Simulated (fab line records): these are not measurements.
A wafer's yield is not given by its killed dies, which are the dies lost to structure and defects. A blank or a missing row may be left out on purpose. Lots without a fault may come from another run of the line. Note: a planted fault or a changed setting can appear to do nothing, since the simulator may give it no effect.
fab line records | flow nand_harc
record lots=5 | wafers=15 | last_day=22
route steps=1159 shown P_CONTACT@217 END@1159
lots untouched by any fault: they come from a run of this same line in which no faults occurred
start_h: hours from the record's first day to the start of the lot's first wafer shown | wait_h: hours from the lot's prior step to this one | " same as the row above | L1.1+2: a row that stands for several wafers | - no value, or no start was given | * or withheld: withheld | < > ~ a bound
route shown NAME@n: names a module that has steps shown in the file, with the first one's number in the route | usual: mean/standard deviation taken from wafers without a fault | same: alike in all rows | chamber/n: place in a boat | sites: the reading at each site | _std_site: standard deviation across them | _edge_site: mean of outer sites minus mean of inner sites | radius_mm: how far each site lies from the wafer's centre | mask NAME#n: copy n | behind: the last tool/chamber to shape the wafer | hold: what put the lot on hold/how long, in hours/how the hold closed | device: the transistor (n, p or np) that didn't switch | end of line: the route-end tests of the same wafers | a step without rows: its recipe alone | killed: dies lost to structure and defects at the first sort, not the wafer's yield | map: a wafer's dies, marking killed ones x, the rest . and places with no die _
set.NAME: the setting as run; set.NAME@STEP: as run at that earlier step | model.NAME: the simulator's own value behind a step, which no gauge read
lots seen at some steps along the route; tables by step, rows by wafer
services: when a tool's chamber went out of use (start_h, in hours from the record's first day, below 0 if earlier), for how many hours, and the reason
## steps
# step NHARC_P_CONTACT_DEP_30
# recipe target_thk_a=300 | temp_c=400 | target_thk_nm=30 | flow_sccm=200 | rf_w=450 | material=SiNx
# usual heater_power_w=695/71
lot.wafer | tool     | chamber | start_h | wait_h | heater_power_w
L866.1    | pecvd-04 | 2       | 111.60  | 0.3    | 653
L866.2    | "        | 0       | "       | "      | 662
L866.6    | "        | 0       | "       | "      | 685
L876.3    | pecvd-03 | 1       | 171.36  | 0.1    | 718
L876.4    | "        | 2       | "       | "      | 631
L876.6    | "        | 0       | "       | "      | 724
L879.3    | pecvd-03 | 1       | 183.08  | 0.1    | 714
L879.5    | "        | 2       | "       | "      | 554
L879.6    | "        | 0       | "       | "      | 720
L882.2    | pecvd-01 | 1       | 201.47  | 0.6    | 755
L882.6    | "        | 0       | "       | "      | 635
L882.4    | "        | 1       | "       | "      | 778
L881.3    | pecvd-03 | 2       | 202.37  | 0.2    | 586
L881.1    | "        | 0       | "       | "      | 732
L881.5    | "        | 0       | "       | "      | 736
# step NHARC_P_CONTACT_DEP_00
# recipe target_thk_a=5000 | temp_c=400 | pressure_torr=6.5 | rf_w=900 | teos_flow_sccm=161.4 | flow_sccm=2650 | target_thk_nm=500 | gas=O2 | material=SiO2
# usual heater_power_w=523/72 | throttle_valve_pct=16.0/0.36
lot.wafer | tool     | chamber | start_h | wait_h | heater_power_w | throttle_valve_pct
L866.1    | pecvd-04 | 2       | -       | -      | 417            | 16.2
L866.2    | "        | 0       | "       | "      | 466            | 16.0
L866.6    | "        | 0       | "       | "      | 484            | 15.9
L876.3    | pecvd-03 | 1       | -       | -      | 517            | 15.7
L876.4    | "        | 2       | "       | "      | 454            | 15.1
L876.6    | "        | 0       | "       | "      | 426            | 15.8
L879.3    | pecvd-03 | 1       | -       | -      | 509            | 15.6
L879.5    | "        | 2       | "       | "      | 471            | 15.1
L879.6    | "        | 0       | "       | "      | 545            | 16.2
L882.2    | pecvd-01 | 1       | -       | -      | 582            | 16.1
L882.6    | "        | 0       | "       | "      | 581            | 16.4
L882.4    | "        | 1       | "       | "      | 623            | 15.9
L881.3    | pecvd-03 | 2       | -       | -      | 364            | 15.2
L881.1    | "        | 0       | "       | "      | 565            | 16.2
L881.5    | "        | 0       | "       | "      | 569            | 16.0
# step NHARC_P_CONTACT_CMP_01
# recipe target_thk_nm=200 | material=SiO2
# step NHARC_P_CONTACT_SRD_03
# step NHARC_P_CONTACT_DEHYDRATE_04
# recipe temp_c=150 | time_s=120
# step NHARC_P_CONTACT_HMDS_05
# recipe time_s=30
# step NHARC_P_CONTACT_COAT_33
# recipe temp_c=260 | time_s=75
# step NHARC_P_CONTACT_COAT_34
# recipe temp_c=225 | time_s=65
# step NHARC_P_CONTACT_COAT_06
# recipe spin_rpm=1500 | resist_thk_nm=90
# step NHARC_P_CONTACT_SOFTBAKE_07
# recipe temp_c=105 | time_s=55
# step NHARC_P_CONTACT_EBR_08
# step NHARC_P_CONTACT_EXPOSE_09
# recipe na=1.35 | target_cd_nm=90 | dose_mj=81.26 | mask_id=P_CA
lot.wafer  | tool            | chamber | start_h | wait_h | mask
L866.1+2+6 | arfi_scanner-02 | 0       | 112.88  | -      | P_CA#0
L876.3+4+6 | arfi_scanner-02 | 0       | 172.76  | -      | P_CA#0
L879.3+5+6 | arfi_scanner-03 | 0       | 184.41  | -      | P_CA#0
L882.2+4+6 | arfi_scanner-03 | 0       | 202.80  | -      | P_CA_R1#0
L881.1+3+5 | arfi_scanner-03 | 0       | 203.61  | -      | P_CA#0
# step NHARC_P_CONTACT_PEB_10
# recipe peb_temp_c=100 | peb_time_s=65
# step NHARC_P_CONTACT_DEVELOP_11
# recipe develop_time_s=35 | dev_temp_c=23
# step NHARC_P_CONTACT_CD_MEAS_12
# recipe target_cd_nm=90 | landing_energy_ev=500
# usual cd_nm=90.2/0.7
lot.wafer | tool      | chamber | start_h | wait_h | cd_nm
L866.1    | cd_sem-02 | 0       | 113.02  | -      | 89.7
L866.2    | "         | 0       | "       | "      | 90.5
L866.6    | "         | 0       | "       | "      | 89.7
L876.3    | cd_sem-02 | 0       | 172.90  | -      | 89.8
L876.4    | "         | 0       | "       | "      | 90.1
L876.6    | "         | 0       | "       | "      | 90.1
L879.3    | cd_sem-02 | 0       | 184.55  | -      | 90.3
L879.5    | "         | 0       | "       | "      | 90.4
L879.6    | "         | 0       | "       | "      | 90.1
L882.2    | cd_sem-01 | 0       | 202.94  | -      | 94.1
L882.4    | "         | 0       | "       | "      | 94.4
L882.6    | "         | 0       | "       | "      | 95.5
L881.1    | cd_sem-01 | 0       | 203.74  | -      | 90.7
L881.3    | "         | 0       | "       | "      | 91.2
L881.5    | "         | 0       | "       | "      | 90.9
# step NHARC_P_CONTACT_OVL_MEAS_13
# usual overlay_x_nm=-0.3/0.86 | overlay_y_nm=0.2/0.81
lot.wafer | tool       | chamber | start_h | wait_h | overlay_x_nm | overlay_y_nm
L866.1    | overlay-02 | -       | 113.11  | -      | -0.8         | -1.4
L866.2    | "          | -       | "       | "      | -0.7         | -1.5
L866.6    | "          | -       | "       | "      | -0.6         | -1.5
L876.3    | overlay-01 | -       | 172.98  | -      | 0.8          | -0.6
L876.4    | "          | -       | "       | "      | -0.2         | -0.8
L876.6    | "          | -       | "       | "      | 0.9          | -0.6
L879.3    | overlay-01 | -       | 184.63  | -      | 0.7          | 1.4
L879.5    | "          | -       | "       | "      | 1.3          | 1.7
L879.6    | "          | -       | "       | "      | 1.4          | 1.4
L882.2    | overlay-01 | -       | 203.02  | -      | -0.7         | 0.0
L882.4    | "          | -       | "       | "      | -0.9         | -1.1
L882.6    | "          | -       | "       | "      | -1.0         | -0.6
L881.1    | overlay-02 | -       | 203.83  | -      | -0.4         | 0.6
L881.3    | "          | -       | "       | "      | -0.2         | 1.2
L881.5    | "          | -       | "       | "      | -0.2         | 0.5
# step NHARC_P_CONTACT_INSPECT_14
# usual raw_defect_count=3.6/2
lot.wafer | tool              | chamber | start_h | wait_h | raw_defect_count
L866.1    | defect_inspect-01 | -       | 113.15  | 0.0    | 1
L866.2    | "                 | -       | "       | "      | 4
L866.6    | "                 | -       | "       | "      | 5
L876.3    | defect_inspect-01 | -       | 173.02  | 0.0    | 3
L876.4    | "                 | -       | "       | "      | 4
L876.6    | "                 | -       | "       | "      | 6
L879.3    | defect_inspect-02 | -       | 184.67  | 0.0    | 1
L879.5    | "                 | -       | "       | "      | 7
L879.6    | "                 | -       | "       | "      | 7
L882.2    | defect_inspect-01 | -       | 203.06  | 0.0    | 3
L882.4    | "                 | -       | "       | "      | 2
L882.6    | "                 | -       | "       | "      | 1
L881.1    | defect_inspect-01 | -       | 203.87  | 0.0    | 3
L881.3    | "                 | -       | "       | "      | 4
L881.5    | "                 | -       | "       | "      | 5
# step NHARC_P_CONTACT_DESCUM_17
# recipe time_s=3 | o2_flow_sccm=200 | ar_flow_sccm=0 | bias_power_w=0 | chemistry=O2
# usual drypump_motor_current_A=6.0/0.38 | mfc_ar_sccm=0.005/0.011 | oes_product_au=1.001/0.009 | rf_vpp_V=57.6/0.95 | showerhead_plenum_p_Torr=1.88/0.078 | throttle_valve_pct=11.312/0.0079
lot.wafer | tool        | chamber | start_h | wait_h | drypump_motor_current_A | mfc_ar_sccm | oes_product_au | rf_hours_counter_h | rf_vpp_V | showerhead_plenum_p_Torr | throttle_valve_pct | model.P_CONTACT.cd_nm
L866.2    | rie_diel-10 | 2       | 113.21  | 0.1    | 6.4                     | 0           | 1.002          | 12                 | 59.2     | 2.01                     | 11.301             | 90.45
L866.1    | "           | 3       | "       | "      | 5.8                     | 0           | 1.007          | 9                  | 57.8     | 1.88                     | 11.306             | 90.26
L866.6    | "           | 2       | "       | "      | 6.3                     | 0           | 1.017          | -                  | 58.8     | 2.01                     | 11.302             | 90.02
L876.3    | rie_diel-04 | 2       | 173.09  | 0.1    | 6.2                     | 0           | 1.006          | 5                  | 58.4     | 1.97                     | 11.308             | 90.84
L876.4    | "           | 0       | "       | "      | 5.4                     | 0.004       | 1.000          | 4                  | 56.1     | 1.80                     | 11.290             | 88.69
L876.6    | "           | 1       | "       | "      | 6.6                     | 0.000       | 0.984          | -                  | 58.3     | 1.92                     | 11.315             | 90.1
L879.3    | rie_diel-12 | 1       | 184.74  | 0.1    | 5.9                     | 0           | 0.988          | 49                 | 58.7     | 1.83                     | 11.298             | 90.64
L879.6    | "           | 0       | "       | "      | 5.6                     | 0           | 1.003          | -                  | 58.6     | 1.88                     | 11.306             | 89.96
L879.5    | "           | 1       | "       | "      | 5.9                     | 0           | 0.994          | -                  | 58.5     | 1.83                     | 11.325             | 90.6
L882.2    | rie_diel-10 | 0       | 203.12  | 0.1    | 5.7                     | 0           | 0.989          | 1                  | 58.5     | 1.78                     | 11.317             | 94.49
L882.4    | "           | 3       | "       | "      | 5.8                     | 0           | 1.009          | 2                  | 58.3     | 1.88                     | 11.322             | 94.56
L882.6    | "           | 1       | "       | "      | 5.8                     | 0.000       | 1.000          | -                  | 57.6     | 1.87                     | 11.327             | 95.57
L881.3    | rie_diel-04 | 2       | 203.94  | 0.1    | 6.3                     | 0           | 1.007          | 8                  | 59.4     | 1.97                     | 11.301             | 90.98
L881.1    | "           | 0       | "       | "      | 5.4                     | 0.004       | 1.005          | 8                  | 58.8     | 1.79                     | 11.309             | 89.82
L881.5    | "           | 1       | "       | "      | 6.6                     | 0.000       | 0.988          | -                  | 58.3     | 1.92                     | 11.304             | 91.09
# step NHARC_P_CONTACT_ETCH_35
# recipe target_depth_a=390 | over_etch_frac=0.3 | time_s=65 | ion_energy_ev=80 | cf4_flow_sccm=150 | ar_flow_sccm=0 | rf_w=300 | bias_w=100 | chemistry=CF4
# usual drypump_motor_current_A=6.0/0.38 | mfc_ar_sccm=0.005/0.011 | oes_product_au=1.000/0.0077 | rf_vpp_V=150.9/1.2 | showerhead_plenum_p_Torr=1.74/0.068 | throttle_valve_pct=13.284/0.0093
# same over_etch_frac=0.3
lot.wafer | tool        | chamber | start_h | wait_h | drypump_motor_current_A | mfc_ar_sccm | oes_product_au | rf_hours_counter_h | rf_vpp_V | showerhead_plenum_p_Torr | throttle_valve_pct
L866.1    | rie_diel-10 | 3       | 113.29  | 0.1    | 5.8                     | 0           | 0.995          | 9                  | 149.7    | 1.74                     | 13.273
L866.2    | "           | 0       | "       | "      | 5.7                     | 0           | 0.999          | 11                 | 150.0    | 1.66                     | 13.280
L866.6    | "           | 3       | "       | "      | 5.8                     | 0           | 1.002          | -                  | 151.0    | 1.74                     | 13.279
L876.3    | rie_diel-04 | 1       | 173.17  | 0.1    | 6.7                     | 0.000       | 0.995          | 4                  | 152.0    | 1.78                     | 13.292
L876.4    | "           | 2       | "       | "      | 6.2                     | 0           | 1.007          | 5                  | 152.4    | 1.81                     | 13.284
L876.6    | "           | 1       | "       | "      | 6.6                     | 0.000       | 0.987          | -                  | 151.3    | 1.78                     | 13.276
L879.3    | rie_diel-12 | 3       | 184.82  | 0.1    | 6.5                     | 0.017       | 0.988          | 51                 | 152.1    | 1.85                     | 13.291
L879.6    | "           | 3       | "       | "      | 6.5                     | 0.017       | 0.985          | -                  | 150.9    | 1.85                     | 13.273
L879.5    | "           | 0       | "       | "      | 5.7                     | 0           | 1.001          | -                  | 148.6    | 1.74                     | 13.279
L882.4    | rie_diel-10 | 1       | 203.20  | 0.1    | 5.8                     | 0.000       | 0.997          | 1                  | 149.4    | 1.73                     | 13.288
L882.2    | "           | 0       | "       | "      | 5.8                     | 0           | 0.991          | 1                  | 148.7    | 1.66                     | 13.298
L882.6    | "           | 1       | "       | "      | 5.7                     | 0.000       | 0.996          | -                  | 151.9    | 1.73                     | 13.275
L881.3    | rie_diel-04 | 1       | 204.02  | 0.1    | 6.7                     | 0.000       | 0.992          | 8                  | 150.9    | 1.78                     | 13.280
L881.1    | "           | 3       | "       | "      | 5.8                     | 0.034       | 1.005          | 8                  | 149.2    | 1.66                     | 13.284
L881.5    | "           | 2       | "       | "      | 6.3                     | 0           | 1.002          | -                  | 150.3    | 1.81                     | 13.295
# step NHARC_P_CONTACT_ETCH_36
# recipe target_depth_a=2600 | over_etch_frac=0.25 | time_s=406.25 | ion_energy_ev=200 | n2_flow_sccm=150 | h2_flow_sccm=150 | ar_flow_sccm=0 | rf_w=400 | bias_w=150 | chemistry=N2/H2
# usual drypump_motor_current_A=6.0/0.38 | mfc_ar_sccm=0.005/0.011 | oes_product_au=1.000/0.0085 | rf_vpp_V=429.4/2.5 | showerhead_plenum_p_Torr=2.00/0.087 | throttle_valve_pct=14.172/0.0096
# same over_etch_frac=0.25
lot.wafer | tool        | chamber | start_h | wait_h | drypump_motor_current_A | mfc_ar_sccm | oes_product_au | rf_hours_counter_h | rf_vpp_V | showerhead_plenum_p_Torr | throttle_valve_pct
L866.2    | rie_diel-10 | 1       | -       | -      | 5.7                     | 0.000       | 0.991          | 12                 | 429.3    | 1.99                     | 14.169
L866.1    | "           | 0       | "       | "      | 5.8                     | 0           | 0.982          | 12                 | 426.7    | 1.90                     | 14.167
L866.6    | "           | 2       | "       | "      | 6.4                     | 0           | 1.004          | -                  | 434.2    | 2.14                     | 14.179
L876.3    | rie_diel-04 | 0       | -       | -      | 5.4                     | 0.004       | 1.010          | 5                  | 425.7    | 1.91                     | 14.174
L876.4    | "           | 2       | "       | "      | 6.2                     | 0           | 1.015          | 5                  | 432.9    | 2.10                     | 14.164
L876.6    | "           | 3       | "       | "      | 5.8                     | 0.034       | 0.998          | -                  | 426.4    | 1.90                     | 14.170
L879.3    | rie_diel-12 | 0       | -       | -      | 5.6                     | 0           | 1.001          | 54                 | 429.5    | 2.01                     | 14.164
L879.5    | "           | 1       | "       | "      | 5.9                     | 0           | 0.996          | -                  | 429.3    | 1.95                     | 14.194
L879.6    | "           | 2       | "       | "      | 6.3                     | 0.010       | 0.995          | -                  | 433.0    | 2.13                     | 14.181
L882.2    | rie_diel-10 | 3       | -       | -      | 5.8                     | 0           | 1.006          | 2                  | 430.8    | 2.00                     | 14.184
L882.4    | "           | 0       | "       | "      | 5.7                     | 0           | 0.992          | 1                  | 426.8    | 1.90                     | 14.187
L882.6    | "           | 3       | "       | "      | 5.8                     | 0           | 1.007          | -                  | 429.8    | 2.00                     | 14.169
L881.1    | rie_diel-04 | 0       | -       | -      | 5.4                     | 0.004       | 0.998          | 8                  | 427.0    | 1.91                     | 14.165
L881.3    | "           | 2       | "       | "      | 6.3                     | 0           | 1.010          | 8                  | 432.1    | 2.10                     | 14.170
L881.5    | "           | 3       | "       | "      | 5.8                     | 0.034       | 0.988          | -                  | 426.7    | 1.90                     | 14.177
# step NHARC_P_CONTACT_ETCH_18
# recipe target_depth_a=4810 | time_s=240.5 | c4f8_flow_sccm=20 | o2_flow_sccm=10 | ar_flow_sccm=withheld | rf_w=600 | bias_w=1500 | chemistry=C4F8/O2/Ar
# usual oes_product_au=0.961/0.019 | rf_vpp_V=976/5.5
lot.wafer | tool        | chamber | start_h | wait_h | oes_product_au | rf_hours_counter_h | rf_vpp_V
L866.1    | rie_diel-10 | 0       | -       | -      | 0.974          | 12                 | 968
L866.2    | "           | 1       | "       | "      | 0.992          | 12                 | 976
L866.6    | "           | 3       | "       | "      | 0.976          | -                  | 978
L876.3    | rie_diel-04 | 0       | -       | -      | 0.930          | 5                  | 970
L876.4    | "           | 1       | "       | "      | 0.920          | 5                  | 979
L876.6    | "           | 2       | "       | "      | 0.930          | -                  | 982
L879.3    | rie_diel-12 | 0       | -       | -      | 0.959          | 54                 | 977
L879.5    | "           | 0       | "       | "      | 0.966          | -                  | 977
L879.6    | "           | 1       | "       | "      | 0.945          | -                  | 972
L882.4    | rie_diel-10 | 2       | -       | -      | 0.979          | 2                  | 984
L882.2    | "           | 1       | "       | "      | 0.960          | 2                  | 974
L882.6    | "           | 2       | "       | "      | 0.983          | -                  | 983
L881.3    | rie_diel-04 | 1       | -       | -      | 0.954          | 8                  | 978
L881.1    | "           | 0       | "       | "      | 0.989          | 9                  | 970
L881.5    | "           | 1       | "       | "      | 0.959          | -                  | 979
# step NHARC_P_CONTACT_STRIP_37
# recipe c4f8_flow_sccm=withheld | o2_flow_sccm=8 | ar_flow_sccm=withheld | bias_w=0 | chemistry=C4F8/O2/Ar
# step NHARC_P_CONTACT_ETCH_31
# recipe target_depth_a=300 | time_s=85.7 | ion_energy_ev=120 | over_etch_frac=1 | ch3f_flow_sccm=50 | o2_flow_sccm=30 | ar_flow_sccm=200 | rf_w=500 | bias_w=100 | chemistry=CH3F/O2
# usual drypump_motor_current_A=6.0/0.38 | mfc_ar_sccm=199.9/0.62 | oes_product_au=0.981/0.013 | rf_vpp_V=243.9/1.5 | showerhead_plenum_p_Torr=2.42/0.1 | throttle_valve_pct=20.663/0.0088
# same over_etch_frac=1
lot.wafer | tool        | chamber | start_h | wait_h | drypump_motor_current_A | mfc_ar_sccm | oes_product_au | rf_hours_counter_h | rf_vpp_V | showerhead_plenum_p_Torr | throttle_valve_pct | model.P_CONTACT.cd_nm
L866.2    | rie_diel-10 | 3       | -       | -      | 5.8                     | 200.0       | 0.986          | 10                 | 244.9    | 2.42                     | 20.659             | 90.44
L866.1    | "           | 0       | "       | "      | 5.8                     | 199.5       | 0.983          | 12                 | 241.4    | 2.30                     | 20.668             | 89.23
L866.6    | "           | 1       | "       | "      | 5.8                     | 200.1       | 0.999          | -                  | 244.4    | 2.40                     | 20.674             | 89.52
L876.4    | rie_diel-04 | 0       | -       | -      | 5.4                     | 200.2       | 0.985          | 5                  | 243.3    | 2.31                     | 20.650             | 86.03
L876.3    | "           | 2       | "       | "      | 6.3                     | 199.9       | 0.997          | 5                  | 245.8    | 2.53                     | 20.673             | 91.16
L876.6    | "           | 0       | "       | "      | 5.4                     | 199.8       | 0.980          | -                  | 242.2    | 2.31                     | 20.671             | 87.06
L879.3    | rie_diel-12 | 3       | -       | -      | 6.5                     | 201.3       | 0.969          | 51                 | 246.7    | 2.58                     | 20.654             | 93.6
L879.5    | "           | 0       | "       | "      | 5.7                     | 199.6       | 0.983          | -                  | 243.4    | 2.42                     | 20.656             | 90.19
L879.6    | "           | 1       | "       | "      | 5.9                     | 198.9       | 0.968          | -                  | 242.9    | 2.35                     | 20.662             | 91.27
L882.2    | rie_diel-10 | 2       | -       | -      | 6.4                     | 199.7       | 0.993          | 2                  | 244.5    | 2.57                     | 20.668             | 94.7
L882.4    | "           | 3       | "       | "      | 5.8                     | 200.0       | 1.010          | 2                  | 243.5    | 2.42                     | 20.669             | 93.9
L882.6    | "           | 1       | "       | "      | 5.7                     | 200.4       | 0.984          | -                  | 243.4    | 2.40                     | 20.671             | 95.62
L881.1    | rie_diel-04 | 1       | -       | -      | 6.6                     | 199.5       | 0.977          | 8                  | 246.1    | 2.47                     | 20.684             | 92.05
L881.3    | "           | 2       | "       | "      | 6.3                     | 199.3       | 1.001          | 8                  | 245.5    | 2.52                     | 20.654             | 91.01
L881.5    | "           | 1       | "       | "      | 6.6                     | 200.2       | 0.976          | -                  | 244.4    | 2.47                     | 20.665             | 90.27
# step NHARC_P_CONTACT_CD_MEAS_19
# usual cd_nm=89.4/2.1
lot.wafer | tool      | chamber | start_h | wait_h | cd_nm
L866.1    | cd_sem-02 | -       | 114.14  | -      | 89.1
L866.2    | "         | -       | "       | "      | 90.7
L866.6    | "         | -       | "       | "      | 89.6
L876.3    | cd_sem-02 | -       | 174.02  | -      | 91.0
L876.4    | "         | -       | "       | "      | 85.7
L876.6    | "         | -       | "       | "      | 86.9
L879.3    | cd_sem-01 | -       | 185.61  | -      | 93.6
L879.5    | "         | -       | "       | "      | 90.2
L879.6    | "         | -       | "       | "      | 91.1
L882.2    | cd_sem-02 | -       | 203.99  | -      | 94.7
L882.4    | "         | -       | "       | "      | 94.2
L882.6    | "         | -       | "       | "      | 96.0
L881.1    | cd_sem-03 | -       | 204.87  | -      | 92.0
L881.3    | "         | -       | "       | "      | 91.1
L881.5    | "         | -       | "       | "      | 90.1
# step NHARC_END_SORT_01
# recipe temp_c=25
# usual killed_at_array=27/9.9 | killed_at_other=0.6/0.84 | killed_at_periphery=3.7/2.5 | killed_dies=31/9.9 | killed_open=3.0/1.6 | killed_short=1.9/1.2
# same gross_dies=677
lot.wafer | tool      | chamber | start_h | wait_h | killed_at_array | killed_at_other | killed_at_periphery | killed_dies | killed_open | killed_short
L866.1    | prober-01 | 0       | 441.91  | 2.5    | 24              | 0               | 3                   | 27          | 2           | 1
L866.2    | prober-01 | 0       | 442.71  | 2.8    | 22              | 0               | 3                   | 25          | 3           | 2
L866.6    | prober-01 | 0       | 445.89  | 4.0    | 31              | 0               | 2                   | 33          | 4           | 1
L879.3    | prober-02 | 0       | 521.32  | 3.1    | 13              | 0               | 4                   | 17          | 4           | 3
L879.5    | prober-02 | 0       | 522.93  | 3.7    | 11              | 1               | 5                   | 17          | 3           | 3
L879.6    | prober-02 | 0       | 523.73  | 4.0    | 10              | 0               | 5                   | 15          | 2           | 3
L882.2    | prober-01 | 0       | 533.61  | 2.8    | 34              | 3               | 1                   | 38          | 1           | 0
L882.4    | prober-01 | 0       | 535.22  | 3.4    | 30              | 3               | 2                   | 35          | 4           | 1
L882.6    | prober-01 | 0       | 536.83  | 4.0    | 34              | 3               | 3                   | 40          | 4           | 0
# killed by level:class
L866.1 A_CHANNEL_HOLE_D1:chamber_film_flake=10 A_SLIT:chamber_film_flake=9 A_CHANNEL_FILL_D1:chamber_film_flake=2 P_STI:geometric_particle:open=1 A_WL_FILL:geometric_particle:short=1 A_CONTACT:geometric_particle:open=1 P_STI:chamber_film_flake=1 P_BONDPAD:chamber_film_flake=1
L866.2 A_SLIT:chamber_film_flake=13 A_CHANNEL_HOLE_D1:chamber_film_flake=5 A_CONTACT:geometric_particle:open=2 P_CONTACT:geometric_particle:short=1 P_M0:geometric_particle:short=1 A_CHANNEL_HOLE_D1:geometric_particle:open=1 P_STI:chamber_film_flake=1 A_STAIRCASE:chamber_film_flake=1
L866.6 A_CHANNEL_HOLE_D1:chamber_film_flake=12 A_SLIT:chamber_film_flake=10 A_CONTACT:chamber_film_flake=3 P_M0:geometric_particle:open=1 A_CHANNEL_HOLE_D1:geometric_particle:open=1 A_WL_FILL:geometric_particle:short=1 A_CONTACT:geometric_particle:open=1 A_BLC:geometric_particle:open=1
L879.3 A_CHANNEL_FILL_D1:chamber_film_flake=4 P_CONTACT:chamber_film_flake=2 A_CHANNEL_HOLE_D1:chamber_film_flake=2 P_STI:geometric_particle:short=1 P_M0:geometric_particle:open=1 A_SOURCE_PLATE:geometric_particle:short=1 A_CHANNEL_FILL_D1:geometric_particle:open=1 A_WL_FILL:geometric_particle:open=1
L879.5 P_ZERO_WELL:chamber_film_flake=3 A_CHANNEL_HOLE_D1:chamber_film_flake=3 P_M0:geometric_particle:short=1 A_CHANNEL_FILL_D1:geometric_particle:open=1 A_CONTACT:geometric_particle:open=1 A_CONTACT:geometric_particle:short=1 A_M0:geometric_particle:open=1 STARTING-WAFER:geometric_particle:short=1
L879.6 A_CHANNEL_HOLE_D1:chamber_film_flake=4 P_ZERO_WELL:chamber_film_flake=3 P_M1:geometric_particle:short=1 A_ONON_D1:geometric_particle:open=1 A_CHANNEL_FILL_D1:geometric_particle:short=1 A_WL_FILL:geometric_particle:short=1 A_M0:geometric_particle:open=1 P_CONTACT:chamber_film_flake=1
L882.2 A_SLIT:chamber_film_flake=15 A_CHANNEL_HOLE_D1:chamber_film_flake=14 A_STAIRCASE:chamber_film_flake=3 THIN_TSV:chamber_film_flake=3 A_M0:geometric_particle:open=1 P_ZERO_WELL:chamber_film_flake=1 A_CONTACT:chamber_film_flake=1
L882.4 A_SLIT:chamber_film_flake=17 A_CHANNEL_HOLE_D1:chamber_film_flake=6 THIN_TSV:chamber_film_flake=3 P_CONTACT:geometric_particle:open=1 A_CHANNEL_HOLE_D1:geometric_particle:open=1 A_WL_FILL:geometric_particle:open=1 A_CONTACT:geometric_particle:open=1 A_M0:geometric_particle:short=1
L882.6 A_CHANNEL_HOLE_D1:chamber_film_flake=20 A_SLIT:chamber_film_flake=9 THIN_TSV:chamber_film_flake=3 A_CONTACT:chamber_film_flake=2 P_CONTACT:geometric_particle:open=1 P_M0:geometric_particle:open=1 A_SLIT:geometric_particle:open=1 A_CONTACT:geometric_particle:open=1
## services
tool            | chamber | start_h | hours | kind
rie_diel-10     | 0       | 89.47   | 4.8   | repair
rie_diel-04     | 1       | 89.75   | 9.2   | repair
rie_diel-04     | 0       | 91.16   | -     | clean
rie_diel-04     | 2       | 91.16   | -     | clean
rie_diel-04     | 3       | 91.16   | -     | clean
rie_diel-04     | -       | 99.84   | 9.8   | repair
pecvd-01        | -       | 100.40  | 1.0   | repair
rie_diel-10     | 0       | 106.52  | -     | clean
rie_diel-10     | 1       | 106.52  | -     | clean
arfi_scanner-03 | -       | 107.18  | 1.3   | repair
pecvd-03        | -       | 111.09  | 13.0  | pm
rie_diel-04     | -       | 111.90  | 9.0   | pm
rie_diel-12     | 1       | 121.41  | 6.1   | repair
rie_diel-04     | 3       | 122.92  | 4.4   | repair
arfi_scanner-02 | -       | 124.54  | 0.8   | repair
rie_diel-12     | 3       | 128.51  | 3.0   | repair
arfi_scanner-03 | -       | 140.00  | 4.0   | pm
arfi_scanner-03 | -       | 148.54  | 1.2   | repair
arfi_scanner-03 | -       | 151.02  | 11.6  | repair
arfi_scanner-03 | -       | 170.23  | 0.4   | repair
pecvd-03        | -       | 175.72  | 0.6   | repair
rie_diel-10     | -       | 176.50  | 9.0   | pm
pecvd-04        | -       | 195.33  | 13.0  | pm
rie_diel-12     | -       | 202.45  | 9.0   | pm
## key
first_sign step=NHARC_P_CONTACT_EXPOSE_09 | reading=mask | direction=changed
effect step=NHARC_P_CONTACT_CD_MEAS_12 | reading=cd_nm | direction=up | sigmas=6.4 | usual=90.2 | struck=94.6
effect step=NHARC_P_CONTACT_CD_MEAS_19 | reading=cd_nm | direction=up | sigmas=2.6 | usual=89.4 | struck=95.0
model_effect step=NHARC_P_CONTACT_DESCUM_17 | value=P_CONTACT.cd_nm | without=90.13 | struck=94.87
model_effect step=NHARC_P_CONTACT_ETCH_31 | value=P_CONTACT.cd_nm | without=90 | struck=94.74
met_at NHARC_P_CONTACT_EXPOSE_09
struck_wafers L882.2,L882.4,L882.6
tester_left_out L882
onset_between 184.41 202.80
fault kind=wrong_mask | tool=any | chamber=- | onset_h=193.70 | steps=NHARC_P_CONTACT_EXPOSE_09 | aux_copy=P_CA_R1#0 | cd_offset_nm=4.7437 | scope=struck_lots_only
# tester_left_out: of these lots the tester's yield and bins aren't shown, on N5 and GAA mostly nor the transistor test; their killed dies are dies lost to structure and defects alone, not to doping, threshold or leakage, so they don't give the yield
